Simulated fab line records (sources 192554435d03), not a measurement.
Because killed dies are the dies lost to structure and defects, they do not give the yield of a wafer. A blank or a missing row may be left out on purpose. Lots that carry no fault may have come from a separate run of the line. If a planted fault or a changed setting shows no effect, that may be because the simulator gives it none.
Struck lot and sound lot, side by side :: flow n5_finfet :: 16 steps out of a route of 1938
Sound: wafers L149.1, L149.4, L149.6. Wafers struck: L154.1, L154.3, L154.4. At the end, the cause is stated.
Per side, at each step with rows, come the tool, then ch with its chambers, and then its first start. Under that, the readings that differ: sound wafers :: struck wafers :: difference of the means :: sigmas: that difference in standard deviations of wafers without a fault.
alike: readings whose means differ by less than 2 such deviations, and words and numbers that are the same on both sides. not compared: withheld readings, readings that some wafer has no value for, bounds like >300 that may hide the same value, and numbers for which the record gives no deviation and whose values overlap.
The two part at a step that has a row with sigmas, a row that says differs or no value, or rows on one side only. Numbers that don't overlap but have no deviation are shown without sigmas and don't part them. Lack of a reading on every wafer of one side parts them only where that side has two or more wafers.

first, 1 step without rows for these wafers: N5_BEOL_M3_CVD_47 (deposits Co from CCTBA/H2, target thk 3 nm, time 223.8 s).
N5_BEOL_M3_SPUTTER_48: material Cu, target thk 4.5 nm, time 8.29 s.
  struck on pvd_sputter-03, day 9 06:51; sound on pvd_sputter-02, day 8 03:41
  alike: susceptor_temp_C, throttle_valve_pct
then, 3 steps without rows for these wafers: N5_BEOL_M3_ANNEAL_49 (time 240 s); N5_BEOL_M3_SPUTTER_79 (material Cu, target thk 4.5 nm, time 8.29 s); N5_BEOL_M3_ANNEAL_80 (time 240 s).
N5_BEOL_M3_SPUTTER_81: material Cu, target thk 4.5 nm, time 8.29 s.
  struck on pvd_sputter-03, day 9 07:17; sound on pvd_sputter-02, day 8 04:07
  alike: susceptor_temp_C, throttle_valve_pct
then, 4 steps without rows for these wafers: N5_BEOL_M3_ANNEAL_82 (time 240 s); N5_BEOL_M3_SPUTTER_86 (material Cu, target thk 4.5 nm, time 8.29 s); N5_BEOL_M3_ANNEAL_87 (time 240 s); N5_BEOL_M3_SPUTTER_88 (material Cu, target thk 4.5 nm, time 8.29 s).
N5_BEOL_M3_ANNEAL_89: time 240 s.
  struck on pvd_sputter-03, day 9 07:49; sound on pvd_sputter-02, day 8 04:38
  alike: heater_power_w, susceptor_temp_C
N5_BEOL_M3_SPUTTER_90: material Cu, target thk 4.5 nm, time 8.29 s.
  struck on pvd_sputter-03, day 9 07:57; sound on pvd_sputter-02, day 8 04:47
  alike: susceptor_temp_C, throttle_valve_pct
N5_BEOL_M3_ANNEAL_91: time 240 s.
  struck on pvd_sputter-03, day 9 08:02; sound on pvd_sputter-02, day 8 04:52
  no value came back on the struck wafers for heater_power_w (W), susceptor_temp_C (C), time_s (s); on the sound wafers heater_power_w (W) reads 904 782 882
N5_BEOL_M3_SPUTTER_92: material Cu, target thk 4.5 nm, time 8.29 s.
  struck on pvd_sputter-03, day 9 08:10; sound on pvd_sputter-02, day 8 05:00
  alike: susceptor_temp_C, throttle_valve_pct
N5_BEOL_M4_RC_MEAS_101:
  sound on prober-02 ch 0, day 9 08:13; struck on prober-02 ch 0, day 9 21:38
  alike: DIBL_N, DIBL_P, IOFF_N, IOFF_P, ION_N, ION_P, SS_N, SS_P, VT_N, VT_P
-- record jumps: 4 days separate the struck wafers' starts on either side; left off in module BEOL_M4, taken up again in module PASSIVATION, whose first shown step is the route's number 1936 --
N5_PASSIVATION_PROBE_49:
  struck on prober-01, day 14 08:36; sound on prober-02, day 14 06:10
reading: killed_at_M4_up
sound: 14 21 24
struck: 2 10 8
difference: -13
sigmas: -2

reading: killed_at_other
sound: 0 0 1
struck: 4 6 5
difference: +5
sigmas: +2
  alike: defect_limited_yield, killed_at_M0_to_M3, killed_at_contacts, killed_at_front_end, killed_dies, killed_on_rim, killed_open, killed_short, sort_bin_4_leakage, sort_bin_5_function, sort_bin_6_memory, sort_n_pass, sort_yield_pct

## WHERE THEY PART
Earliest at N5_BEOL_M3_ANNEAL_91; latest, in this record, at N5_PASSIVATION_PROBE_49.

WHY: the cause the simulator had injected
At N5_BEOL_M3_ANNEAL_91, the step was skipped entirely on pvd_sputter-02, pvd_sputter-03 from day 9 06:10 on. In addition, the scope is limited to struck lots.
